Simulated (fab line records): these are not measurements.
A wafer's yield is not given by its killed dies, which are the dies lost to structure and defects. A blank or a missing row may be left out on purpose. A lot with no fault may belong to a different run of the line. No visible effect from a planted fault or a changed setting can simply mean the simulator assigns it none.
fab line records	flow nand_harc
record: lots: 12	wafers: 36	last_day: 35
route steps=1302 shown A_STAIRCASE@876 A_SGD_CUT@906 END@1302
lots untouched by any fault: they come from a run of this same line in which no faults occurred
start_h: hours from the record's opening day to when the first of the lot's shown wafers began	wait_h: how many hours have passed since the lot's step before this one	" repeats the value in the row above	L1.1+2: several wafers, shown together as one row	- no value, or no start given	* or withheld: withheld	< > ~ a bound
route shown NAME@n: NAME is a module with steps in the file, n the number in the route of the first one	usual: average and standard deviation across the fault-free wafers	same: alike in all rows	chamber/n: place in a boat	sites: the reading at each site	_std_site: the values' standard deviation	_edge_site: the outer-site mean with the inner-site mean subtracted	radius_mm: for every site, how far away it sits from the centre of the wafer	mask NAME#n: copy n	behind: tool/chamber where the wafer was last shaped	hold: why the lot was held/for how many hours/how that ended	device: whichever transistor did not switch (one of n, p or np)	end of line: tests of these same wafers at the route's end	a step without rows: its recipe alone	killed: the dies lost at the first sort to structure and to defects; this is not the yield of the wafer	map: a wafer's dies, marking killed ones x, the rest . and places with no die _
set.NAME: the run value of the setting; set.NAME@STEP: its run value at that earlier step	model.NAME: the simulator's own value behind a step, which no gauge read
a sample of lots followed through the steps of the route, with each step as a table and each wafer as a row
services: a tool's chamber out of use, with start hour (start_h, from the record's first day; less than 0 if before it), hours out, and reason
== steps ==
step: NHARC_A_STAIRCASE_CMP_450
recipe: target_thk_nm: 200	material: SiO2
usual: motor_current_A: 12.4/1.3
lot.wafer	tool	chamber	start_h	wait_h	motor_current_A
L673.4	cmp-02	3	451.47	-	12.9
L673.3	"	0	"	"	10.9
L673.1	"	2	"	"	12.9
L674.4	cmp-01	3	451.54	-	14.0
L674.2	"	1	"	"	10.8
L674.5	"	2	"	"	15.8
L680.3	cmp-01	0	530.89	-	12.1
L680.2	"	1	"	"	11.1
L680.6	"	0	"	"	11.8
L681.1	cmp-04	0	551.43	-	11.1
L681.4	"	1	"	"	11.7
L681.2	"	2	"	"	11.5
L683.4	cmp-04	3	572.18	-	13.4
L683.3	"	1	"	"	11.7
L683.6	"	3	"	"	13.4
L686.4	cmp-02	0	573.68	-	10.9
L686.3	"	1	"	"	11.9
L686.5	"	2	"	"	13.3
L687.4	cmp-02	2	583.03	-	13.5
L687.5	"	3	"	"	13.3
L687.6	"	0	"	"	10.2
L689.1	cmp-04	1	588.22	-	11.1
L689.6	"	2	"	"	11.6
L689.5	"	3	"	"	12.9
L690.1	cmp-02	2	616.10	-	12.9
L690.6	"	2	"	"	12.9
L690.5	"	3	"	"	13.0
L692.1	cmp-01	0	626.76	-	11.5
L692.3	"	1	"	"	11.4
L692.2	"	2	"	"	14.6
L694.3	cmp-01	0	664.08	-	11.9
L694.6	"	1	"	"	11.2
L694.5	"	2	"	"	14.9
L695.3	cmp-01	2	704.43	-	15.1
L695.2	"	0	"	"	12.5
L695.6	"	2	"	"	15.1
step: NHARC_A_SGD_CUT_ETCH_59
recipe: target_depth_a: 2600	over_etch_frac: 0.25	time_s: 406.25	ion_energy_ev: 200	n2_flow_sccm: 150	h2_flow_sccm: 150	ar_flow_sccm: 0	rf_w: 400	bias_w: 150	chemistry: N2/H2
usual: bias_w: 150.1/0.48	chamber_pressure_mTorr: 29.998/0.028	drypump_motor_current_A: 5.7/0.52	oes_product_au: 1.000/0.0093	rf_vpp_V: 430.2/2.5	showerhead_plenum_p_Torr: 2.03/0.086	throttle_valve_pct: 14.171/0.0093
lot.wafer	tool	chamber	start_h	wait_h	bias_w	chamber_pressure_mTorr	drypump_motor_current_A	oes_product_au	rf_hours_counter_h	rf_vpp_V	showerhead_plenum_p_Torr	throttle_valve_pct
L673.3	rie_diel-08	0	454.42	-	150.8	30.011	5.0	0.996	3	432.7	2.15	14.167
L673.4	"	2	"	"	150.1	29.965	4.8	1.001	3	429.4	1.98	14.166
L673.1	"	3	"	"	149.6	29.998	5.5	1.003	3	435.6	2.17	14.172
L674.4	rie_diel-03	1	455.07	-	150.8	30.011	5.7	1.000	11	429.7	2.02	14.178
L674.2	"	2	"	"	149.4	30.002	5.6	1.011	10	435.0	2.18	14.173
L674.5	"	0	"	"	150.3	29.957	6.7	1.001	-	427.4	1.97	14.161
L680.3	rie_diel-12	3	533.96	-	150.1	30.025	5.9	0.989	7	426.4	1.92	14.171
L680.2	"	0	"	"	149.4	30.018	6.3	0.989	7	429.8	1.99	14.166
L680.6	"	2	"	"	150.4	30.009	5.3	0.999	-	432.2	2.11	14.177
L681.2	rie_diel-12	0	554.55	-	150.6	29.972	6.3	1.006	9	428.7	1.98	14.172
L681.1	"	2	"	"	150.4	29.997	5.3	1.004	10	433.9	2.11	14.178
L681.4	"	3	"	"	149.0	29.991	5.9	0.989	9	427.6	1.92	14.174
L683.4	rie_diel-03	3	575.17	-	-	-	-	-	-	-	-	-
L683.3	"	0	"	"	-	-	-	-	-	-	-	-
L683.6	"	1	"	"	-	-	-	-	-	-	-	-
L686.3	rie_diel-12	1	576.68	-	-	-	-	-	-	-	-	-
L686.4	"	1	"	"	-	-	-	-	-	-	-	-
L686.5	"	3	"	"	-	-	-	-	-	-	-	-
L687.4	rie_diel-08	0	585.99	-	149.9	29.971	5.0	0.993	2	434.1	2.15	14.170
L687.6	"	3	"	"	150.2	30.009	5.5	0.997	-	433.2	2.17	14.174
L687.5	"	0	"	"	149.3	29.956	5.0	0.985	-	433.2	2.15	14.182
L689.1	rie_diel-12	2	591.23	-	150.5	29.997	5.3	0.982	12	431.6	2.11	14.178
L689.6	"	0	"	"	150.6	29.976	6.3	0.993	-	429.7	1.98	14.185
L689.5	"	1	"	"	150.5	30.028	5.7	0.998	-	429.6	1.99	14.173
L690.1	rie_diel-08	0	619.13	-	150.0	29.966	5.0	0.989	3	432.7	2.15	14.173
L690.5	"	1	"	"	149.9	30.018	5.8	0.996	-	427.4	1.93	14.158
L690.6	"	2	"	"	150.0	30.002	4.8	0.995	-	428.7	1.98	14.160
L692.3	rie_diel-03	3	629.72	-	149.1	30.037	5.3	0.981	10	430.6	2.02	14.161
L692.2	"	1	"	"	150.9	30.018	5.7	0.999	10	430.3	2.02	14.171
L692.1	"	2	"	"	150.0	29.993	5.6	0.995	9	434.4	2.17	14.165
L694.3	rie_diel-08	3	667.01	-	150.1	29.971	5.5	1.005	5	432.1	2.16	14.168
L694.6	"	3	"	"	150.5	30.004	5.5	1.008	-	434.9	2.16	14.175
L694.5	"	0	"	"	150.7	30.013	5.0	1.003	-	432.5	2.15	14.175
L695.2	rie_diel-03	1	707.49	-	150.1	29.936	5.7	0.996	5	429.9	2.02	14.165
L695.3	"	2	"	"	150.0	29.963	5.6	0.993	6	433.4	2.17	14.167
L695.6	"	2	"	"	149.6	30.005	5.6	1.002	-	434.2	2.17	14.178
step: NHARC_A_SGD_CUT_ETCH_16
recipe: target_depth_a: 3105	time_s: 155.2	c4f8_flow_sccm: withheld	o2_flow_sccm: 8	ar_flow_sccm: withheld	rf_w: 600	bias_w: 800	chemistry: C4F8/O2/Ar
usual: bias_w: 800.2/2.4	chamber_pressure_mTorr: 25.000/0.021	oes_product_au: 0.972/0.017	rf_vpp_V: 723/4
lot.wafer	tool	chamber	start_h	wait_h	bias_w	chamber_pressure_mTorr	oes_product_au	rf_hours_counter_h	rf_vpp_V
L673.4	rie_diel-08	3	-	-	797.8	24.978	0.983	3	729
L673.1	"	0	"	"	799.4	25.002	0.956	3	728
L673.3	"	2	"	"	799.4	25.003	0.960	4	721
L674.2	rie_diel-03	2	-	-	803.8	25.007	0.992	10	729
L674.4	"	3	"	"	802.4	25.001	0.983	11	722
L674.5	"	0	"	"	798.3	24.990	0.981	-	719
L680.2	rie_diel-12	3	-	-	800.8	25.011	0.956	7	718
L680.3	"	1	"	"	803.0	25.027	0.985	7	722
L680.6	"	0	"	"	799.0	24.982	0.974	-	722
L681.1	rie_diel-12	0	-	-	798.5	24.977	0.954	9	720
L681.4	"	1	"	"	799.8	25.007	0.941	10	722
L681.2	"	2	"	"	800.3	25.028	0.927	10	726
L683.4	rie_diel-03	2	-	-	800.3	24.991	0.994	7	728
L683.3	"	3	"	"	801.6	24.967	0.973	8	722
L683.6	"	1	"	"	805.5	24.974	0.971	-	721
L686.3	rie_diel-12	3	-	-	799.1	24.978	0.922	11	717
L686.4	"	1	"	"	795.0	24.973	0.935	-	722
L686.5	"	3	"	"	799.2	25.006	0.926	-	717
L687.4	rie_diel-08	3	-	-	798.6	25.013	0.989	2	728
L687.6	"	0	"	"	801.1	25.034	0.954	-	727
L687.5	"	1	"	"	802.2	25.002	0.970	-	718
L689.1	rie_diel-12	2	-	-	801.7	25.009	0.969	12	725
L689.6	"	3	"	"	799.8	24.977	0.972	-	719
L689.5	"	0	"	"	796.7	25.016	0.976	-	720
L690.1	rie_diel-08	3	-	-	800.0	24.973	0.991	3	730
L690.6	"	0	"	"	800.9	25.000	0.975	-	729
L690.5	"	1	"	"	801.6	24.998	0.965	-	718
L692.2	rie_diel-03	2	-	-	800.1	24.967	0.976	9	728
L692.1	"	3	"	"	798.5	25.003	0.964	11	723
L692.3	"	1	"	"	798.5	24.996	0.971	10	722
L694.3	rie_diel-08	1	-	-	803.7	24.988	0.982	5	719
L694.6	"	3	"	"	796.6	25.019	1.010	-	729
L694.5	"	0	"	"	799.3	25.019	0.991	-	729
L695.2	rie_diel-03	0	-	-	800.5	25.000	0.960	4	719
L695.3	"	2	"	"	800.2	25.024	0.977	6	730
L695.6	"	0	"	"	800.0	25.001	0.965	-	719
step: NHARC_A_SGD_CUT_STRIP_17
recipe: o2_flow_sccm: 500	ar_flow_sccm: 0	bias_w: 0	chemistry: O2
usual: chamber_pressure_mTorr: 60.00/0.051	drypump_motor_current_A: 5.7/0.5	oes_product_au: 1.002/0.0098	rf_vpp_V: 57.8/0.8	showerhead_plenum_p_Torr: 3.52/0.14	throttle_valve_pct: 17.036/0.0093
lot.wafer	tool	chamber	start_h	wait_h	chamber_pressure_mTorr	drypump_motor_current_A	oes_product_au	rf_hours_counter_h	rf_vpp_V	showerhead_plenum_p_Torr	throttle_valve_pct
L673.1	rie_diel-08	0	-	-	59.97	5.0	0.994	3	59.2	3.71	17.028
L673.3	"	1	"	"	59.99	5.8	1.014	4	58.1	3.37	17.060
L673.4	"	3	"	"	60.00	5.5	1.019	3	58.2	3.73	17.014
L674.2	rie_diel-03	3	-	-	60.03	5.3	1.004	11	57.8	3.51	17.041
L674.4	"	1	"	"	60.01	5.7	0.998	11	59.1	3.50	17.032
L674.5	"	3	"	"	60.02	5.3	1.004	-	57.6	3.51	17.037
L680.2	rie_diel-12	3	-	-	59.99	5.9	0.984	7	57.9	3.34	17.048
L680.3	"	1	"	"	60.00	5.7	1.004	7	57.1	3.46	17.035
L680.6	"	0	"	"	60.05	6.3	0.984	-	58.3	3.44	17.038
L681.1	rie_diel-12	0	-	-	60.00	6.3	0.989	9	58.4	3.44	17.033
L681.2	"	1	"	"	59.93	5.7	1.014	10	58.6	3.46	17.026
L681.4	"	3	"	"	60.10	5.9	0.985	9	56.8	3.33	17.018
L683.3	rie_diel-03	3	-	-	59.94	5.3	1.004	8	57.3	3.50	17.032
L683.4	"	0	"	"	60.10	6.7	0.999	9	56.7	3.41	17.032
L683.6	"	3	"	"	59.96	5.3	0.996	-	57.6	3.50	17.029
L686.3	rie_diel-12	1	-	-	60.00	5.7	1.000	12	57.5	3.46	17.032
L686.5	"	0	"	"	59.96	6.3	1.001	-	60.4	3.44	17.050
L686.4	"	3	"	"	59.97	5.9	0.984	-	57.7	3.33	17.031
L687.4	rie_diel-08	1	-	-	59.93	5.8	1.002	2	57.4	3.36	17.037
L687.6	"	0	"	"	60.07	5.0	0.990	-	57.1	3.70	17.049
L687.5	"	1	"	"	60.03	5.8	1.003	-	57.7	3.36	17.044
L689.1	rie_diel-12	1	-	-	60.04	5.7	1.011	13	57.8	3.46	17.034
L689.6	"	2	"	"	60.06	5.3	0.981	-	58.2	3.63	17.043
L689.5	"	3	"	"	60.01	5.9	0.987	-	57.2	3.33	17.039
L690.1	rie_diel-08	1	-	-	59.87	5.7	0.999	3	57.7	3.36	17.037
L690.6	"	0	"	"	60.08	5.0	0.998	-	58.7	3.70	17.034
L690.5	"	1	"	"	59.98	5.8	1.000	-	56.5	3.36	17.037
L692.2	rie_diel-03	1	-	-	59.96	5.8	1.002	10	57.1	3.49	17.039
L692.3	"	2	"	"	59.96	5.6	1.004	9	58.9	3.74	17.026
L692.1	"	3	"	"	60.00	5.3	0.984	11	57.1	3.50	17.022
L694.3	rie_diel-08	3	-	-	60.02	5.5	1.024	6	58.3	3.72	17.038
L694.6	"	3	"	"	60.05	5.5	1.020	-	57.9	3.72	17.033
L694.5	"	0	"	"	60.04	5.0	1.003	-	58.5	3.70	17.034
L695.2	rie_diel-03	0	-	-	60.10	6.7	1.004	5	58.3	3.40	17.034
L695.3	"	2	"	"	59.95	5.6	1.002	6	57.9	3.73	17.036
L695.6	"	0	"	"	60.02	6.7	0.996	-	57.6	3.40	17.040
step: NHARC_END_SORT_01
recipe: temp_c: 25
usual: killed_at_array: 54/18	killed_at_other: 0.9/1.2	killed_at_periphery: 4.4/2.9	killed_dies: 59/18	killed_open: 3.2/1.8	killed_short: 2.6/1.8
same: gross_dies: 677
lot.wafer	tool	chamber	start_h	wait_h	killed_at_array	killed_at_other	killed_at_periphery	killed_dies	killed_open	killed_short
L683.3	prober-01	0	714.17	3.1	671	0	6	677	5	2
L683.4	prober-01	0	714.98	3.4	672	1	4	677	1	3
L683.6	prober-01	0	716.60	4.1	673	0	4	677	3	6
L686.3	prober-01	0	729.89	3.1	676	1	0	677	4	1
L686.4	prober-01	0	730.72	3.5	675	0	2	677	4	1
L686.5	prober-01	0	731.54	3.8	677	0	0	677	3	2
killed by level:class
L683.3 A_SGD_CUT:area_etch=622 A_CHANNEL_HOLE_D1:chamber_film_flake=18 A_CHANNEL_HOLE_D2:chamber_film_flake=18 A_CONTACT:chamber_film_flake=4 P_STI:chamber_film_flake=2 A_STAIRCASE:chamber_film_flake=2 A_SLIT:chamber_film_flake=2 P_M0:geometric_particle:open=1
L683.4 A_SGD_CUT:area_etch=623 A_CHANNEL_HOLE_D1:chamber_film_flake=18 A_CHANNEL_HOLE_D2:chamber_film_flake=16 A_STAIRCASE:chamber_film_flake=6 A_CHANNEL_FILL_D1:chamber_film_flake=3 A_SLIT:chamber_film_flake=2 P_STI:geometric_particle:open=1 A_SGD_CUT:geometric_particle:short=1
L683.6 A_SGD_CUT:area_etch=611 A_CHANNEL_HOLE_D2:chamber_film_flake=22 A_CHANNEL_HOLE_D1:chamber_film_flake=18 A_SLIT:chamber_film_flake=5 A_STAIRCASE:chamber_film_flake=4 A_CONTACT:chamber_film_flake=3 A_CHANNEL_FILL_D2:geometric_particle:short=2 A_CHANNEL_FILL_D2:geometric_particle:open=2
L686.3 A_SGD_CUT:area_etch=600 A_SLIT:chamber_film_flake=37 A_CHANNEL_HOLE_D1:chamber_film_flake=27 A_WL_FILL:chamber_film_flake=2 A_CONTACT:chamber_film_flake=2 A_ONON_D1:geometric_particle:open=1 A_CHANNEL_FILL_D1:geometric_particle:open=1 A_DECK1_JOINT:geometric_particle:open=1
L686.4 A_SGD_CUT:area_etch=610 A_SLIT:chamber_film_flake=35 A_CHANNEL_HOLE_D1:chamber_film_flake=17 A_WL_FILL:chamber_film_flake=3 P_BONDPAD:chamber_film_flake=2 A_CHANNEL_FILL_D2:chamber_film_flake=2 A_ONON_D2:geometric_particle:open=1 A_CHANNEL_FILL_D2:geometric_particle:open=1
L686.5 A_SGD_CUT:area_etch=594 A_SLIT:chamber_film_flake=39 A_CHANNEL_HOLE_D1:chamber_film_flake=34 A_BLC:geometric_particle:open=2 A_CONTACT:chamber_film_flake=2 A_DECK1_JOINT:geometric_particle:short=1 A_CHANNEL_FILL_D2:geometric_particle:short=1 A_M1:geometric_particle:open=1
== services ==
tool	chamber	start_h	hours	kind
cmp-02	-	430.75	0.2	repair
cmp-02	-	431.96	4.0	pm
rie_diel-08	0	437.57	7.4	repair
rie_diel-12	-	446.03	9.0	pm
rie_diel-03	-	458.32	9.0	pm
cmp-01	-	479.58	4.0	pm
rie_diel-03	2	508.13	11.4	repair
rie_diel-08	-	528.91	1.9	repair
rie_diel-08	-	544.92	9.0	pm
rie_diel-12	0	559.28	11.6	repair
rie_diel-08	-	570.08	0.6	repair
rie_diel-12	2	570.09	10.9	repair
cmp-01	-	577.58	4.0	pm
rie_diel-03	1	614.52	8.6	repair
rie_diel-03	0	621.13	13.1	repair
rie_diel-12	-	623.15	9.0	pm
rie_diel-03	-	635.32	9.0	pm
cmp-01	-	656.72	1.1	repair
cmp-01	-	675.58	4.0	pm
cmp-01	-	690.80	0.3	repair
rie_diel-08	0	692.76	4.7	repair
rie_diel-08	1	695.70	7.7	repair
rie_diel-03	0	695.97	9.9	repair
rie_diel-03	3	704.08	6.4	repair
== key ==
first_sign: step: NHARC_A_SGD_CUT_ETCH_59	reading: tool_record	direction: missing
effect: step: NHARC_END_SORT_01	reading: killed_at_array	direction: up	sigmas: 34	usual: 54	struck: 674
more_kills_born_at: NHARC_A_SGD_CUT_ETCH_59@rie_diel-03: 1856	NHARC_A_SGD_CUT_ETCH_59@rie_diel-12: 1804
met_at NHARC_A_SGD_CUT_ETCH_59
struck_lots L683,L686
later_rows_left_out L683.3,L683.4,L683.6,L686.3,L686.4,L686.5
tester_left_out L683,L686
not_acting_at NHARC_A_STAIRCASE_CMP_450,NHARC_A_SGD_CUT_ETCH_16,NHARC_A_SGD_CUT_STRIP_17
onset_between 554.55 575.17
fault: kind: skipped_step_whole	tool: rie_diel-03,rie_diel-12	chamber: -	onset_h: 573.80	steps: NHARC_A_SGD_CUT_ETCH_59	scope: struck_lots_only
tester_left_out: of these lots the tester's yield and bins aren't shown, on N5 and GAA mostly nor the transistor test; their killed dies are dies lost to structure and defects alone, not to doping, threshold or leakage, so they don't give the yield
later_rows_left_out: the simulator's readings of these wafers behind a module that went badly wrong aren't trusted and aren't shown, but for the sort
